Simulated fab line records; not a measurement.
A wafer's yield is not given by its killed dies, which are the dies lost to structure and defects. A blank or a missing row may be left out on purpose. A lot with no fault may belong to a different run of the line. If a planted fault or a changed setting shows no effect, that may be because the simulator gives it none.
8D (eight disciplines) problem report, filled in by code | flow nand harc | the parts of the form that need people (team, actions taken, sign-off) are left out

## 1. PROBLEM STATEMENT
Wafers without a fault read 1001 nm, standard deviation 9.4; thk nm at NHARC_A_ONON_D1_THK_MEAS_30 reads a mean of 1537 nm on 6 wafers belonging to 2 lots. That is +57 standard deviations from the usual mean.
The step: measures by ellipsometry.
First seen on wafer L918.3, day 12 17:49, on film metro-01. The record holds 39 wafers of 13 lots with a number at this step. By rule, "out" or "out of limits" means more than 4 standard deviations away from the usual mean. The rest of the wafers with a number are treated as sound.

## 2. WHAT IT IS AND WHAT IT IS NOT
question                    | is                           | is not
which readings at this step | thk nm                       | -
which lots                  | L918, L922                   | L910, L913, L915, L916, L917, L920, L921, L924, L925, L929, L930
which wafers of those lots  | all that have a number       | -
read on which gauges        | film metro-01, film metro-02 | -
when                        | from day 12 17:49            | up to then (15 sound wafers); but 18 sound wafers of L920, L921, L924, L925, L929, L930 came after

## 3. THE SUSPECTS, EACH WITH WHAT RULES IT OUT
Counting: a tool stays on the suspect list if, at a process step up to the reading, it processed all lots that are out and no sound lot following the first of them.
- the gauge at NHARC_A_ONON_D1_THK_MEAS_30 has been ruled out. 2 gauges (film metro-01, film metro-02) read the wafers that are out.
- rie diel-08 at NHARC_A_ZERO_WELL_ETCH_19 (etches the open film in N2/H2, target depth 80 nm, overetch 24 nm, time 87.88 s): ruled out as a lasting fault. The sound lots L921, L924, L929 went through it after L918, its earliest lot that is out (day 11 06:50).
- pecvd onon-04 at NHARC_A_ONON_D1_DEP_28 (target thk 1000 nm): kept. It processed each lot that is out, first L918 at day 12 17:26, and no sound lot thereafter; up to then, the last sound lot it processed was L917 at day 12 13:34.
The count leaves pecvd onon-04 at NHARC_A_ONON_D1_DEP_28.

## 4. THE CAUSE (what the simulator had put in)
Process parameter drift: pecvd onon-04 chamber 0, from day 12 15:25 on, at NHARC_A_ONON_D1_DEP_28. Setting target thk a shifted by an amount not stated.
After counting, this tool was the only one left.

## 5. THE EFFECT CHAIN, in route order
Rows list readings where the struck wafers' mean (over those with a number) sits beyond 3 standard deviations from the usual. Only readings for which the record gives a usual standard deviation are gone through. hours: the time from each lot's start at the first step in this table that gives one to its start at this step, as a median over the lots. sigmas: the change in usual standard deviations.
hours | step                        | reading         | usual   | on struck wafers | change | sigmas
0     | NHARC_A_ONON_D1_THK_MEAS_30 | thk nm          | 1001 nm | 1537             | +536   | +57
378   | NHARC_END_SORT_01           | killed at array | 52      | 670              | +618   | +34
378   | NHARC_END_SORT_01           | killed dies     | 57      | 677              | +620   | +33

## 6. HOW IT WOULD HAVE BEEN CAUGHT EARLIER
2 hours passed between the start of the fault at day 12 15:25 and the first reading out of limits at a measuring or inspecting step in this record, taken at day 12 17:49.
Of the lots that are out (2), L922 began NHARC_A_ONON_D1_DEP_28 on pecvd onon-04 after day 12 17:49. Holding the tool at that time would have saved it.
